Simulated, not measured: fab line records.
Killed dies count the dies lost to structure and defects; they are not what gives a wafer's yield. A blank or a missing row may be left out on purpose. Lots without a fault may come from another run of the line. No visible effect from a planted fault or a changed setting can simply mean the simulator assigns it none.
fab line records	flow n5_finfet
record lots=10	wafers=26	last_day=17
route steps=1938 shown FIN_SAQP@98 BEOL_M4@1111 PASSIVATION@1936
lots with no fault: from the same line, run without faults
start_h: hours from the record's opening day to when the first of the lot's shown wafers began	wait_h: hours since the lot's step before	" same as the row above	L1.1+2: a row that stands for several wafers	- no value present, or no start provided	* or withheld: withheld	< > ~ a bound
route shown NAME@n: names a module that has steps shown in the file, with the first one's number in the route	usual: mean/standard deviation taken from wafers without a fault	same: alike in all rows	chamber/n: place in a boat	sites: the reading at each site	_std_site: standard deviation across them	_edge_site: inner sites' mean taken away from outer sites' mean	radius_mm: for every site, how far away it sits from the centre of the wafer	mask NAME#n: copy n	behind: the last tool/chamber to shape the wafer	hold: why the lot went on hold/how many hours it stayed there/how the hold came to an end	device: whichever transistor did not switch (one of n, p or np)	end of line: tests of these same wafers at the route's end	where a step has no rows: the recipe by itself	killed: at the first sort, the dies lost to defects and structure; wafer yield is something else	map: a wafer's dies, marking killed ones x, the rest . and places with no die _
set.NAME: the setting as run; set.NAME@STEP: as run at that earlier step	model.NAME: the simulator's own value behind a step, which no gauge read
one table for each step of the route and one row for each wafer, over a sample of lots
services: a tool's chamber out of use, with start hour (start_h, from the record's first day; less than 0 if before it), hours out, and reason
## steps
# step N5_FIN_SAQP_PECVD_47
# recipe material=a-Si	target_thk_a=450	temp_c=400	precursor=SiH4/He	pressure_torr=3	rf_w=100	time_s=36.3
# usual heater_power_w=787/83	showerhead_plenum_p_Torr=5.67/0.045	susceptor_temp_C=400.05/0.21	throttle_valve_pct=18.3/0.67
lot.wafer	tool	chamber	start_h	wait_h	heater_power_w	showerhead_plenum_p_Torr	susceptor_temp_C	throttle_valve_pct
L693.1	pecvd-03	0	20.86	0.0	867	5.64	399.58	19.2
L693.2	"	1	"	"	900	5.69	400.27	18.6
L694.2	pecvd-03	0	28.37	0.0	749	5.65	399.93	18.9
L694.3	"	2	"	"	715	5.73	399.79	16.9
L694.6	"	2	"	"	737	5.73	399.85	16.8
L697.1	pecvd-02	2	45.16	0.0	796	5.73	400.45	17.8
L697.2	"	1	"	"	751	5.67	399.89	18.9
L697.5	"	0	"	"	726	5.60	400.26	18.9
L699.1	pecvd-03	1	57.81	0.0	947	5.70	399.74	18.4
L699.2	"	0	"	"	901	5.63	399.69	19.0
L699.6	"	0	"	"	894	5.65	399.79	19.4
L703.2	pecvd-04	1	81.34	0.0	745	5.63	400.26	18.6
L703.4	"	2	"	"	706	5.70	400.62	18.2
L703.5	"	0	"	"	872	5.60	399.88	17.8
L705.2	pecvd-04	2	93.58	0.0	647	5.70	400.31	18.4
L705.4	"	2	"	"	646	5.69	400.11	18.3
L705.6	"	0	"	"	850	5.61	399.67	17.8
L707.2	pecvd-02	2	104.85	0.0	860	5.74	399.98	17.8
L707.5	"	2	"	"	850	5.73	400.13	17.7
L714.4	pecvd-04	1	146.73	0.1	750	5.64	400.20	18.6
L714.6	"	2	"	"	749	5.68	399.99	18.1
L715.3	pecvd-04	0	152.74	0.0	777	5.63	400.06	18.1
L715.6	"	2	"	"	716	5.71	400.06	18.3
L716.1	pecvd-03	1	159.94	0.0	944	5.69	400.24	18.9
L716.3	"	2	"	"	776	5.73	400.09	17.1
L716.4	"	1	"	"	948	5.69	400.11	18.6
# step N5_FIN_SAQP_PECVD_48
# recipe material=SiNx	target_thk_a=250	temp_c=400	precursor=SiH4/NH3/N2	pressure_torr=1.5	rf_w=300	time_s=22.1
# usual heater_power_w=717/80	showerhead_plenum_p_Torr=5.15/0.062	susceptor_temp_C=400.03/0.21	throttle_valve_pct=40.2/1.5
lot.wafer	tool	chamber	start_h	wait_h	heater_power_w	showerhead_plenum_p_Torr	susceptor_temp_C	throttle_valve_pct
L693.1	pecvd-03	0	20.90	0.0	746	5.13	399.93	41.6
L693.2	"	1	"	"	904	5.17	399.94	41.0
L694.2	pecvd-03	0	28.42	0.0	825	5.13	400.12	41.7
L694.3	"	2	"	"	695	5.24	400.13	36.8
L694.6	"	2	"	"	673	5.24	400.23	36.9
L697.1	pecvd-02	2	45.20	0.0	710	5.23	400.05	38.9
L697.2	"	1	"	"	626	5.15	400.01	41.8
L697.5	"	0	"	"	700	5.06	400.14	41.6
L699.1	pecvd-03	1	57.85	0.0	878	5.15	400.22	40.6
L699.2	"	0	"	"	807	5.13	399.97	41.7
L699.6	"	0	"	"	802	5.13	400.17	41.5
L703.2	pecvd-04	1	81.39	0.0	647	5.10	400.01	40.2
L703.4	"	2	"	"	653	5.19	399.66	40.2
L703.5	"	0	"	"	750	5.06	400.17	39.4
L705.2	pecvd-04	2	93.62	0.0	618	5.19	400.25	40.2
L705.4	"	2	"	"	644	5.19	400.14	40.3
L705.6	"	0	"	"	720	5.08	399.61	38.9
L707.2	pecvd-02	2	104.89	0.0	747	5.22	400.09	39.0
L707.5	"	2	"	"	738	5.23	399.75	39.2
L714.4	pecvd-04	1	146.77	0.0	668	5.11	400.10	40.5
L714.6	"	2	"	"	569	5.18	400.08	40.3
L715.3	pecvd-04	0	152.78	0.0	815	5.07	399.67	39.3
L715.6	"	2	"	"	663	5.19	400.00	39.9
L716.1	pecvd-03	1	159.98	0.0	885	5.17	399.93	40.9
L716.3	"	2	"	"	703	5.26	399.87	37.1
L716.4	"	1	"	"	869	5.16	400.13	40.9
# step N5_FIN_SAQP_ETCH_51
# recipe chemistry=CF4	target=SiARC	target_depth_a=455	mask_material=CAR-ArF	time_s=75.8	ion_energy_ev=80	pressure_mtorr=40	source_w=545	bias_w=36	Ar_flow_sccm=100	cf4_flow_sccm=100	ends=cleared
# usual drypump_motor_current_A=5.7/0.42	etch_rf_on_time_s=74.9/1.8	oes_product_au=0.70/0.085	rf_vpp_V=184.4/1.1	showerhead_plenum_p_Torr=2.17/0.065	throttle_valve_pct=15.50/0.28
lot.wafer	tool	chamber	start_h	wait_h	drypump_motor_current_A	etch_rf_on_time_s	oes_product_au	rf_hours_counter_h	rf_vpp_V	showerhead_plenum_p_Torr	throttle_valve_pct
L693.1	rie_diel-06	3	21.52	0.0	5.8	69.5	0.80	33	186.2	2.27	15.30
L693.2	"	2	"	"	5.1	74.6	0.60	242	185.1	2.19	15.53
L694.2	rie_diel-06	2	29.30	0.0	5.1	75.6	0.59	245	183.9	2.18	15.53
L694.3	"	1	"	"	6.1	75.1	0.73	49	182.5	2.09	15.46
L694.6	"	1	"	"	6.1	73.8	0.74	-	183.4	2.09	15.46
L697.1	rie_diel-02	1	45.94	0.0	5.7	74.6	0.62	207	184.2	2.21	15.59
L697.2	"	3	"	"	4.9	74.3	0.76	35	184.3	2.18	15.15
L697.5	"	2	"	"	5.6	75.2	0.61	-	183.7	2.11	15.62
L699.1	rie_diel-02	3	58.60	0.0	4.9	74.1	0.76	39	185.0	2.18	15.17
L699.2	"	2	"	"	5.6	74.8	0.61	201	184.0	2.11	15.61
L699.6	"	0	"	"	6.5	76.7	0.59	-	183.5	2.13	16.20
L703.2	rie_diel-03	3	82.19	0.0	5.6	75.9	0.78	15	185.4	2.18	15.23
L703.4	"	1	"	"	5.7	75.7	0.58	-	183.1	2.02	15.87
L703.5	"	3	"	"	5.6	75.4	0.77	-	182.5	2.18	15.25
L705.2	rie_diel-02	3	94.70	0.0	4.9	74.8	0.73	53	184.3	2.18	15.21
L705.4	"	2	"	"	5.6	75.7	0.59	-	184.2	2.11	15.65
L705.6	"	1	"	"	5.7	75.9	0.59	-	184.5	2.20	15.61
L707.2	rie_diel-06	0	105.63	0.0	6.1	76.1	0.76	25	184.7	2.25	15.03
L707.5	"	0	"	"	6.1	76.6	0.76	-	186.0	2.26	15.01
L714.4	rie_diel-03	3	147.50	0.0	5.6	76.9	0.73	43	184.9	2.17	15.29
L714.6	"	3	"	"	5.6	76.0	0.73	-	183.6	2.17	15.29
L715.3	rie_diel-03	0	153.89	0.0	6.1	76.8	0.70	89	185.2	2.16	15.85
L715.6	"	2	"	"	5.5	73.2	0.79	-	187.2	2.26	15.66
L716.1	rie_diel-02	2	160.72	0.0	5.6	76.2	0.58	240	183.3	2.10	15.69
L716.3	"	1	"	"	5.7	76.1	0.58	250	184.2	2.19	15.67
L716.4	"	3	"	"	4.9	75.8	0.71	78	185.6	2.17	15.25
# step N5_FIN_SAQP_ETCH_57
# recipe chemistry=CH3F/O2	target=SiNx	mask_material=SiO2	target_depth_a=325	time_s=46.4	pressure_mtorr=30	source_w=395	bias_w=73	Ar_flow_sccm=150	CH3F_flow_sccm=30	O2_flow_sccm=20	ion_energy_ev=120	ends=cleared
# usual drypump_motor_current_A=5.7/0.43	etch_rf_on_time_s=45.9/1	oes_product_au=0.71/0.082	rf_vpp_V=298/6.5	showerhead_plenum_p_Torr=2.03/0.07	throttle_valve_pct=16.23/0.29
lot.wafer	tool	chamber	start_h	wait_h	drypump_motor_current_A	etch_rf_on_time_s	oes_product_au	rf_hours_counter_h	rf_vpp_V	showerhead_plenum_p_Torr	throttle_valve_pct
L693.1	rie_diel-03	3	23.60	0.0	5.7	46.4	0.59	247	314	2.05	16.42
L693.2	"	1	"	"	5.7	45.8	0.60	217	285	1.88	16.49
L694.2	rie_diel-06	1	31.69	0.0	6.1	45.6	0.73	50	297	1.95	16.20
L694.3	"	3	"	"	5.8	43.1	0.78	37	298	2.12	16.04
L694.6	"	2	"	"	5.1	45.4	0.60	-	299	2.05	16.31
L697.1	rie_diel-06	3	47.98	0.0	5.8	42.6	0.77	44	299	2.12	16.07
L697.2	"	2	"	"	5.1	44.4	0.60	253	299	2.05	16.34
L697.5	"	0	"	"	6.1	46.8	0.84	-	307	2.13	15.76
L699.1	rie_diel-02	3	60.84	0.2	4.9	45.0	0.74	40	295	2.05	15.93
L699.2	"	0	"	"	6.5	45.9	0.59	244	296	1.98	16.88
L699.6	"	3	"	"	4.9	45.8	0.76	-	294	2.05	15.94
L703.2	rie_diel-03	3	86.06	0.1	5.6	45.5	0.78	17	312	2.04	16.05
L703.4	"	2	"	"	5.5	46.0	0.85	2	289	2.13	16.33
L703.5	"	0	"	"	6.1	47.7	0.73	-	293	2.04	16.59
L705.2	rie_diel-06	2	98.54	0.1	5.1	44.4	0.82	3	297	2.05	15.84
L705.4	"	1	"	"	6.1	45.2	0.70	-	298	1.94	16.24
L705.6	"	2	"	"	5.1	45.4	0.82	-	295	2.05	15.85
L707.2	rie_diel-03	0	108.22	0.1	6.1	53.4	0.67	71	294	2.03	16.59
L707.5	"	0	"	"	6.1	54.3	0.68	-	294	2.03	16.61
L714.4	rie_diel-02	0	149.85	0.0	6.5	45.1	0.82	14	294	1.97	16.49
L714.6	"	2	"	"	5.6	45.5	0.59	-	299	1.97	16.47
L715.3	rie_diel-06	3	156.06	0.0	5.8	43.9	0.75	63	299	2.11	16.10
L715.6	"	1	"	"	6.1	46.4	0.68	-	298	1.93	16.29
L716.1	rie_diel-06	1	162.80	0.0	6.1	45.1	0.67	100	296	1.93	16.29
L716.3	"	3	"	"	5.8	43.1	0.73	66	299	2.11	16.09
L716.4	"	2	"	"	5.1	44.8	0.75	29	299	2.04	15.89
# step N5_BEOL_M4_RC_MEAS_101
# usual DIBL_N=36.3/1.6	DIBL_P=36.2/2	IOFF_N=0.160/0.028	IOFF_P=0.21/0.036	ION_N=677/11	ION_P=465/6.9	SS_N=71.5/0.55	SS_P=73.3/0.64	VT_N=250/3	VT_P=-250/3.5
lot.wafer	tool	chamber	start_h	wait_h	DIBL_N[mV/V]	DIBL_P[mV/V]	IOFF_N[nA/um]	IOFF_P[nA/um]	ION_N[uA/um]	ION_P[uA/um]	SS_N[mV/dec]	SS_P[mV/dec]	VT_N[mV]	VT_P[mV]
L693.1	prober-01	0	164.88	0.0	40.7	40.5	0.246	0.30	688	472	71.9	73.7	243	-246
L693.2	"	0	"	"	39.1	38.7	0.186	0.25	671	466	72.2	74.2	247	-248
L694.2	prober-02	0	168.04	0.2	35.3	35.1	0.145	0.20	682	464	70.8	72.4	250	-248
L694.3	"	0	"	"	36.1	35.6	0.159	0.21	679	471	70.7	72.5	248	-247
L694.6	"	0	"	"	36.5	36.0	0.167	0.22	675	462	70.7	72.9	249	-251
L697.1	prober-01	0	200.16	0.0	33.3	33.7	0.114	0.15	660	456	70.6	72.6	256	-255
L697.2	"	0	"	"	34.5	34.8	0.136	0.17	679	470	70.5	72.8	255	-252
L697.5	"	0	"	"	34.5	33.9	0.139	0.16	669	457	71.2	73.1	252	-254
L699.1	prober-01	0	204.48	0.0	37.1	36.7	0.159	0.21	679	467	72.0	73.0	250	-252
L699.2	"	0	"	"	37.2	35.5	0.166	0.20	671	459	72.2	72.8	247	-250
L699.6	"	0	"	"	36.6	35.7	0.150	0.19	683	461	71.2	72.2	249	-250
L703.2	prober-01	0	238.57	0.2	35.6	36.5	0.143	0.18	679	462	71.3	73.0	252	-257
L703.4	"	0	"	"	36.8	39.4	0.181	0.22	694	470	72.5	73.3	249	-252
L703.5	"	0	"	"	35.2	38.0	0.152	0.20	671	458	72.0	72.7	250	-255
L705.2	prober-02	0	240.42	0.2	37.0	34.4	0.143	0.18	663	460	71.6	73.0	253	-253
L705.4	"	0	"	"	35.0	33.2	0.127	0.17	668	463	70.7	72.5	253	-256
L705.6	"	0	"	"	35.2	32.7	0.130	0.16	673	459	71.0	72.9	254	-257
L707.2	prober-01	0	245.80	0.2	38.8	38.5	0.223	0.24	688	461	72.2	74.4	246	-250
L707.5	"	0	"	"	36.4	36.7	0.171	0.21	678	462	72.1	73.8	249	-251
L714.4	prober-02	0	300.57	0.5	34.3	34.8	0.135	0.20	665	463	71.1	73.0	251	-249
L714.6	"	0	"	"	34.5	34.4	0.128	0.18	665	462	70.9	73.1	253	-252
L715.3	prober-01	0	306.05	0.3	36.7	35.4	0.172	0.21	682	463	71.5	73.3	247	-250
L715.6	"	0	"	"	35.5	34.4	0.151	0.20	684	465	71.0	73.7	246	-248
L716.1	prober-02	0	309.49	0.0	36.5	36.4	0.155	0.19	671	453	72.0	73.5	250	-254
L716.3	"	0	"	"	35.6	35.2	0.144	0.16	678	456	71.4	73.4	251	-257
L716.4	"	0	"	"	36.0	35.8	0.139	0.17	670	452	71.6	73.5	249	-253
# step N5_PASSIVATION_PROBE_49
# usual defect_limited_yield=91.2/1.5	killed_at_M0_to_M3=36/10	killed_at_M4_up=13/6	killed_at_contacts=11/5.2	killed_at_front_end=40/11	killed_at_other=3.1/2.9	killed_dies=104/17	killed_open=66/12	killed_short=34/7.7	sort_bin_5_function=5.1/0.91	sort_bin_6_memory=3.2/0.67	sort_n_pass=1076/17	sort_yield_pct=91.2/1.5
# same gross_dies=1180	killed_at_back_side=0	sort_bin_4_leakage[%]=0	sort_bin_8_speed[%]=0
lot.wafer	tool	chamber	start_h	wait_h	defect_limited_yield[%]	killed_at_M0_to_M3	killed_at_M4_up	killed_at_contacts	killed_at_front_end	killed_at_other	killed_dies	killed_open	killed_short	sort_bin_5_function[%]	sort_bin_6_memory[%]	sort_n_pass	sort_yield_pct[%]
L703.2	prober-02	-	340.00	0.1	90.8	40	9	7	53	0	109	73	29	6.4	2.5	1071	90.8
L703.4	prober-02	-	340.10	0.2	91.7	38	7	15	38	0	98	60	33	4.8	3.1	1082	91.7
L703.5	prober-02	-	340.15	0.2	93.3	34	4	7	30	4	79	52	26	3.6	2.8	1101	93.3
L705.2	prober-02	-	349.36	0.1	88.4	45	22	12	53	5	137	86	48	6.9	4.6	1043	88.4
L705.4	prober-02	-	349.46	0.2	92.1	39	11	5	36	2	93	57	30	4.4	2.9	1087	92.1
L705.6	prober-02	-	349.56	0.3	90.7	37	12	11	44	6	110	64	43	6.4	2.5	1070	90.7
L707.2	prober-02	-	355.53	0.1	92.1	41	6	7	39	0	93	60	27	4.7	2.5	1087	92.1
L707.5	prober-02	-	355.68	0.2	92.4	34	12	10	34	0	90	60	29	4.7	2.6	1090	92.4
# killed by level:class
L703.2 DUMMY_GATE:geometric_particle:open=10 GATE_CUT:geometric_particle:short=10 BEOL_M1:geometric_particle:open=10 BEOL_M3:geometric_particle:open=9 BEOL_M0_SAQP:geometric_particle:open=8 STI_FIN_REVEAL:geometric_particle:open=7 FIN_SAQP:geometric_particle:open=6 MOL_CONTACT_COAG:geometric_particle:open=6
L703.4 MOL_CONTACT_COAG:geometric_particle:open=9 DUMMY_GATE:geometric_particle:open=8 STI_FIN_REVEAL:geometric_particle:open=7 BEOL_M0_SAQP:geometric_particle:short=7 BEOL_M2:geometric_particle:open=6 GATE_CUT:geometric_particle:short=5 BEOL_M0:geometric_particle:open=5 BEOL_M3:geometric_particle:open=5
L703.5 BEOL_M1:geometric_particle:open=8 BEOL_M2:geometric_particle:open=8 MOL_CONTACT_COAG:geometric_particle:open=6 STI_FIN_REVEAL:geometric_particle:open=5 DUMMY_GATE:geometric_particle:open=5 GATE_CUT:geometric_particle:short=5 FIN_SAQP:geometric_particle:open=4 BEOL_M1:geometric_particle:short=4
L705.2 BEOL_M0_SAQP:geometric_particle:open=14 FIN_SAQP:geometric_particle:short=12 FIN_SAQP:geometric_particle:open=12 BEOL_M0_SAQP:geometric_particle:short=11 STI_FIN_REVEAL:geometric_particle:open=10 MOL_CONTACT_COAG:geometric_particle:open=10 BEOL_M4:geometric_particle:open=9 BEOL_M1:geometric_particle:open=5
L705.4 BEOL_M0_SAQP:geometric_particle:short=9 STI_FIN_REVEAL:geometric_particle:open=8 BEOL_M3:geometric_particle:open=7 FIN_SAQP:geometric_particle:short=6 BEOL_M0_SAQP:geometric_particle:open=6 BEOL_M1:geometric_particle:open=6 FIN_SAQP:geometric_particle:open=5 BEOL_M2:geometric_particle:open=5
L705.6 FIN_SAQP:geometric_particle:open=11 FIN_SAQP:geometric_particle:short=11 BEOL_M2:geometric_particle:open=11 MOL_CONTACT_COAG:geometric_particle:open=10 BEOL_M0_SAQP:geometric_particle:short=8 BEOL_M3:geometric_particle:open=7 GATE_CUT:geometric_particle:short=6 MIM_TOP:geometric_particle:short=6
L707.2 BEOL_M0_SAQP:geometric_particle:open=12 BEOL_M2:geometric_particle:open=10 FIN_SAQP:geometric_particle:open=9 STARTING-WAFER:geometric_particle:open=7 STI_FIN_REVEAL:geometric_particle:open=5 MOL_CONTACT_COAG:geometric_particle:open=5 BEOL_M0_SAQP:geometric_particle:short=5 BEOL_M2:geometric_particle:short=5
L707.5 BEOL_M0_SAQP:geometric_particle:open=10 FIN_SAQP:geometric_particle:open=9 MOL_CONTACT_COAG:geometric_particle:open=9 FIN_SAQP:geometric_particle:short=8 BEOL_M2:geometric_particle:short=6 BEOL_M4:geometric_particle:open=6 BEOL_M0_SAQP:geometric_particle:short=5 BEOL_M0:geometric_particle:open=5
## services
tool	chamber	start_h	hours	kind
rie_diel-03	1	4.90	2.0	repair
pecvd-02	2	9.38	1.9	repair
rie_diel-06	-	13.91	0.5	repair
rie_diel-03	0	14.41	13.1	repair
rie_diel-06	0	25.37	-	clean
rie_diel-06	0	25.37	-	consumable_replace:focus_ring
rie_diel-06	0	25.37	-	consumable_replace:showerhead
rie_diel-06	0	25.37	20.9	scheduled_down
rie_diel-06	0	25.37	20.9	vent_cycle
pecvd-03	2	36.26	5.5	scheduled_down
rie_diel-06	2	52.54	19.3	repair
pecvd-04	-	61.00	2.8	pm
pecvd-02	0	63.94	8.0	repair
rie_diel-03	-	65.45	0.9	repair
pecvd-03	1	68.38	5.5	scheduled_down
rie_diel-06	2	72.52	-	clean
pecvd-04	-	72.54	5.5	pm
pecvd-03	-	73.61	0.9	repair
rie_diel-02	-	84.41	2.8	pm
rie_diel-06	1	86.68	6.4	repair
rie_diel-06	3	86.70	63.1	repair
pecvd-03	1	88.19	15.6	repair
rie_diel-06	2	88.79	6.8	repair
rie_diel-06	-	92.52	4.2	repair
## key
first_sign step=N5_FIN_SAQP_ETCH_57	reading=etch_rf_on_time_s	direction=up	sigmas=7.6	usual=*	struck=*
effect none on later readings
met_at N5_FIN_SAQP_ETCH_57
struck_lots L707
struck_wafers L707.2,L707.5
not_acting_at N5_FIN_SAQP_PECVD_47,N5_FIN_SAQP_PECVD_48,N5_FIN_SAQP_ETCH_51
onset_between 86.06 108.22
fault kind=process_parameter_drift	tool=rie_diel-03	chamber=-	onset_h=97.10	steps=N5_FIN_SAQP_ETCH_57	channel=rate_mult	offset=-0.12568	shape=step	end_h=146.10	scope=struck_wafers_only
